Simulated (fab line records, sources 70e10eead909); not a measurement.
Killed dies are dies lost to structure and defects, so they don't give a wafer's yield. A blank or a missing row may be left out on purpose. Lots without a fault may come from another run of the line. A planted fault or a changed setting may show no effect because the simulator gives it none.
fab line records | flow nand_harc | part 2 of 2: steps 27 to 35 of 35
record lots=5 wafers=15 last_day=24
route steps=1159 shown P_M1@308 P_M2@318
lots that met no fault: from a run of the same line without faults
start_h: hours from the record's first day to the start of the lot's first wafer shown | wait_h: hours since the lot's step before | " the same as in the row above | L1.1+2: a row that stands for several wafers | - no value, or no start given | * or withheld: withheld | < > ~ a bound
route shown NAME@n: a module of which the file shows steps, and the number in the route of the first | usual: mean/standard deviation of fault-free wafers | same: alike in all rows | chamber/n: place in a boat | sites: the reading at each site | _std_site: their standard deviation | _edge_site: outer sites' mean less inner sites' | radius_mm: how far each site lies from the wafer's centre | mask NAME#n: copy n | behind: the tool/chamber that last shaped the wafer | hold: why the lot was held/for how many hours/how that ended | device: the transistor (n, p or np) that didn't switch | end of line: the same wafers' tests at the end of the route | a step without rows: its recipe alone | killed: dies lost to structure and defects at the first sort, not the wafer's yield | map: a wafer's dies, x killed, . not, _ none there
set.NAME: the setting as run; set.NAME@STEP: as run at that earlier step | model.NAME: the simulator's own value behind a step, which no gauge read
lots at some steps of the route; a table a step, a row a wafer
services: from which hour (start_h, from the record's first day; less than 0 if before it) a tool's chamber was out of use, for how many hours, and why
## steps
# step NHARC_P_M2_STRIP_18
# recipe power_w=1000 n2_flow_sccm=150 h2_flow_sccm=150 ar_flow_sccm=0 bias_w=0 chemistry=N2/H2
# usual drypump_motor_current_A=5.8/0.35 oes_product_au=1.002/0.017 rf_vpp_V=90.7/1.1 showerhead_plenum_p_Torr=2.06/0.082 throttle_valve_pct=14.169/0.0087
# columns lot.wafer tool chamber start_h wait_h drypump_motor_current_A oes_product_au rf_hours_counter_h rf_vpp_V showerhead_plenum_p_Torr throttle_valve_pct
L075.4 rie_diel-11 0 136.58 0.1 5.7 0.970 4 92.0 2.11 14.170
L075.2 " 2 " " 5.8 0.980 4 89.1 1.97 14.169
L075.5 " 1 " " 5.3 1.028 - 91.6 2.08 14.169
L079.2 rie_diel-11 3 154.55 0.1 6.2 1.014 6 91.2 2.18 14.184
L079.1 " 1 " " 5.3 1.029 5 90.2 2.08 14.158
L079.3 " 2 " " 5.7 0.983 5 90.4 1.97 14.163
L080.1 rie_diel-11 1 159.23 0.1 5.3 1.030 5 91.2 2.08 14.178
L080.3 " 2 " " 5.8 0.992 5 91.6 1.97 14.179
L080.6 " 1 " " 5.3 1.022 - 91.2 2.08 14.169
L091.4 rie_diel-11 0 224.35 0.1 5.7 0.993 1 89.9 2.11 14.169
L091.2 " 1 " " 5.3 1.023 1 91.0 2.08 14.176
L091.5 " 3 " " 6.1 1.002 - 92.3 2.18 14.172
L097.4 rie_diel-11 0 259.36 0.1 5.7 1.001 2 91.4 2.10 14.169
L097.3 " 2 " " 5.8 0.987 2 90.2 1.97 14.169
L097.6 " 3 " " 6.2 1.009 - 90.5 2.17 14.166
# step NHARC_P_M2_ETCH_28
# recipe target_depth_a=300 over_etch_frac=0.3 time_s=72.99 ion_energy_ev=150 cf4_flow_sccm=50 n2_flow_sccm=100 ar_flow_sccm=150 rf_w=300 bias_w=100 chemistry=CF4/N2
# usual drypump_motor_current_A=5.8/0.36 oes_product_au=1.003/0.018 rf_vpp_V=314.4/1.8 showerhead_plenum_p_Torr=2.65/0.099 throttle_valve_pct=19.795/0.0077
# columns lot.wafer tool chamber start_h wait_h drypump_motor_current_A oes_product_au rf_hours_counter_h rf_vpp_V showerhead_plenum_p_Torr throttle_valve_pct
L075.2 rie_diel-11 3 - - 6.2 1.022 4 317.7 2.79 19.801
L075.4 " 0 " " 5.6 0.983 4 313.5 2.70 19.803
L075.5 " 2 " " 5.8 0.987 - 313.0 2.54 19.798
L079.1 rie_diel-11 1 - - 5.3 1.019 5 315.1 2.67 19.791
L079.2 " 2 " " 5.8 0.981 5 313.0 2.54 19.806
L079.3 " 3 " " 6.2 1.003 6 316.6 2.79 19.786
L080.1 rie_diel-11 0 - - 5.6 0.987 5 315.6 2.70 19.799
L080.3 " 1 " " 5.3 1.023 5 315.4 2.67 19.796
L080.6 " 0 " " 5.6 0.992 - 315.6 2.70 19.802
L091.4 rie_diel-11 3 - - 6.2 1.002 1 314.9 2.79 19.791
L091.2 " 2 " " 5.7 0.982 1 312.4 2.54 19.785
L091.5 " 3 " " 6.2 1.000 - 316.8 2.79 19.787
L097.3 rie_diel-11 2 - - 5.8 1.001 2 313.5 2.54 19.794
L097.4 " 1 " " 5.3 1.024 2 314.5 2.67 19.799
L097.6 " 3 " " 6.2 1.004 - 316.2 2.79 19.800
# step NHARC_P_M2_STRIP_19
# recipe time_s=600 temp_c=30 chemistry=post_etch_residue_remover
# usual bath_heat_duty_pct=12.6/0.95
# columns lot.wafer tool chamber start_h wait_h bath_heat_duty_pct
L075.5 wet_bench-10 2 136.95 - 12.1
L075.4 " 3 " " 12.2
L075.2 " 6 " " 12.3
L079.1 wet_bench-10 2 155.00 - 12.2
L079.3 " 3 " " 12.1
L079.2 " 5 " " 14.2
L080.1 wet_bench-08 6 159.61 - 13.7
L080.3 " 7 " " 13.5
L080.6 " 0 " " 10.9
L091.4 wet_bench-10 2 224.71 - 11.6
L091.2 " 6 " " 11.7
L091.5 " 7 " " 11.4
L097.3 wet_bench-10 0 259.72 - 12.0
L097.6 " 2 " " 12.2
L097.4 " 3 " " 11.9
# step NHARC_P_M2_DEGAS_29
# recipe temp_c=250 time_s=60
# usual heater_power_w=312/37
# columns lot.wafer tool chamber start_h wait_h heater_power_w
L075.4 pvd_sputter-01 - 137.21 - 274
L075.2 " - " " 276
L075.5 " - " " 291
L079.3 pvd_sputter-01 - 155.26 - 260
L079.2 " - " " 398
L079.1 " - " " 280
L080.1 pvd_sputter-03 - 159.86 - 327
L080.3 " - " " 292
L080.6 " - " " 323
L091.2 pvd_sputter-02 - 225.00 - 281
L091.4 " - " " 304
L091.5 " - " " 344
L097.4 pvd_sputter-03 - 260.02 - 321
L097.3 " - " " 320
L097.6 " - " " 308
# step NHARC_P_M2_PRE_CLEAN_30
# recipe time_s=30 temp_c=280 gas=H2/He
# usual heater_power_w=380/43
# columns lot.wafer tool chamber start_h wait_h heater_power_w
L075.4 pvd_sputter-01 - - - 338
L075.2 " - " " 486
L075.5 " - " " 354
L079.3 pvd_sputter-01 - - - 341
L079.2 " - " " 354
L079.1 " - " " 487
L080.1 pvd_sputter-03 - - - 373
L080.3 " - " " 401
L080.6 " - " " 354
L091.2 pvd_sputter-02 - - - 347
L091.4 " - " " 420
L091.5 " - " " 377
L097.3 pvd_sputter-03 - - - 399
L097.4 " - " " 395
L097.6 " - " " 384
# step NHARC_P_M2_PVD_20
# recipe target_thk_a=50 bias_v=168.6 power_w=15000 chamber_pressure_pa=0.12 time_s=8.06 substrate_temp_c=50 material=TaN
# usual cathode_dc_power_W=15000/3 throttle_valve_pct=29.9/1.2
# columns lot.wafer tool chamber start_h wait_h cathode_dc_power_W throttle_valve_pct
L075.4 pvd_sputter-01 - - - 15000 31.4
L075.2 " - " " 14995 29.2
L075.5 " - " " 14996 29.4
L079.1 pvd_sputter-01 - - - 14999 29.4
L079.2 " - " " 15003 32.5
L079.3 " - " " 15000 30.8
L080.3 pvd_sputter-03 - - - 14995 30.7
L080.1 " - " " 15004 30.2
L080.6 " - " " 15005 29.9
L091.2 pvd_sputter-02 - - - 15002 28.6
L091.4 " - " " 14996 31.2
L091.5 " - " " 15002 28.8
L097.4 pvd_sputter-03 - - - 14999 30.0
L097.3 " - " " 14996 30.9
L097.6 " - " " 14996 31.0
# step NHARC_P_M2_PVD_21
# recipe target_thk_a=300 chamber_pressure_pa=5 power_w=5000 substrate_temp_c=30 time_s=20.49 material=Cu
# usual cathode_dc_power_W=5000.1/0.89 throttle_valve_pct=30.0/1.2
# columns lot.wafer tool chamber start_h wait_h cathode_dc_power_W throttle_valve_pct
L075.4 pvd_sputter-01 - - - 4999.8 29.4
L075.2 " - " " 5001.3 32.5
L075.5 " - " " 5000.9 29.5
L079.3 pvd_sputter-01 - - - 5000.3 32.4
L079.1 " - " " 5001.0 30.6
L079.2 " - " " 4999.0 31.3
L080.1 pvd_sputter-03 - - - 5001.3 29.6
L080.3 " - " " 4998.8 30.1
L080.6 " - " " 4999.4 31.1
L091.2 pvd_sputter-02 - - - 4999.6 28.0
L091.4 " - " " 5000.3 28.6
L091.5 " - " " 5000.1 28.1
L097.3 pvd_sputter-03 - - - 5000.9 30.1
L097.4 " - " " 4998.8 30.3
L097.6 " - " " 5000.6 29.7
# step NHARC_P_M2_ECD_22
# recipe target_thk_a=4000 bath_temp_c=25 material=Cu
# usual bath_heat_duty_pct=6.6/0.58
# columns lot.wafer tool chamber start_h wait_h bath_heat_duty_pct
L075.2 ecd_cu-01 0 137.58 - 5.7
L075.4 " 1 " " 6.3
L075.5 " 0 " " 6.3
L079.1 ecd_cu-02 1 155.62 - 6.8
L079.2 " 0 " " 6.2
L079.3 " 1 " " 6.6
L080.1 ecd_cu-01 0 160.27 - 6.4
L080.3 " 0 " " 5.3
L080.6 " 0 " " 6.1
L091.2 ecd_cu-02 0 225.42 - 6.8
L091.4 " 1 " " 7.6
L091.5 " 0 " " 6.4
L097.4 ecd_cu-02 0 260.48 - 6.5
L097.3 " 1 " " 7.2
L097.6 " 0 " " 7.0
# step NHARC_P_M2_ANNEAL_31
# recipe temp_c=225 time_s=90
# usual wafer_temp_C_max=226.04/0.25
# columns lot.wafer tool chamber start_h wait_h wafer_temp_C_max
L075.2 rtp_anneal-02 0 138.02 0.4 226.57
L075.4 " 0 " " 226.09
L075.5 " 0 " " 226.42
L079.1 rtp_anneal-01 0 156.01 - 226.48
L079.2 " 0 " " 225.93
L079.3 " 0 " " 225.94
L080.1 rtp_anneal-01 0 160.61 0.3 225.77
L080.3 " 0 " " 226.18
L080.6 " 0 " " 225.67
L091.2 rtp_anneal-01 0 225.80 - 225.58
L091.4 " 0 " " 225.77
L091.5 " 0 " " 226.13
L097.3 rtp_anneal-01 0 260.86 - 225.72
L097.4 " 0 " " 225.95
L097.6 " 0 " " 225.80
## services
# columns tool chamber start_h hours kind
litho_track-06 - 117.00 7.0 pm
pecvd-02 1 117.31 6.2 repair
rie_diel-08 0 124.58 10.8 repair
rie_diel-08 - 125.57 9.0 pm
ecd_cu-01 - 133.24 1.6 repair
litho_track-04 - 141.00 7.0 pm
pvd_sputter-02 - 148.48 3.7 repair
rie_diel-11 0 152.29 2.6 repair
pecvd-02 - 153.19 13.0 pm
rie_diel-08 1 154.25 10.5 repair
pvd_sputter-01 - 158.00 10.0 pm
ecd_cu-01 - 162.82 2.4 repair
rie_diel-11 3 168.26 18.9 repair
pvd_sputter-03 - 176.10 4.3 repair
ecd_cu-02 - 180.16 8.0 pm
pvd_sputter-03 - 184.20 6.2 repair
rie_diel-11 - 189.50 9.0 pm
pvd_sputter-02 - 214.00 10.0 pm
wet_bench-08 - 230.40 8.0 pm
pecvd-01 - 237.00 13.0 pm
rie_diel-11 1 241.05 7.2 repair
pvd_sputter-02 - 241.48 1.1 repair
wet_bench-10 - 247.20 8.0 pm
pvd_sputter-01 - 248.87 13.3 repair
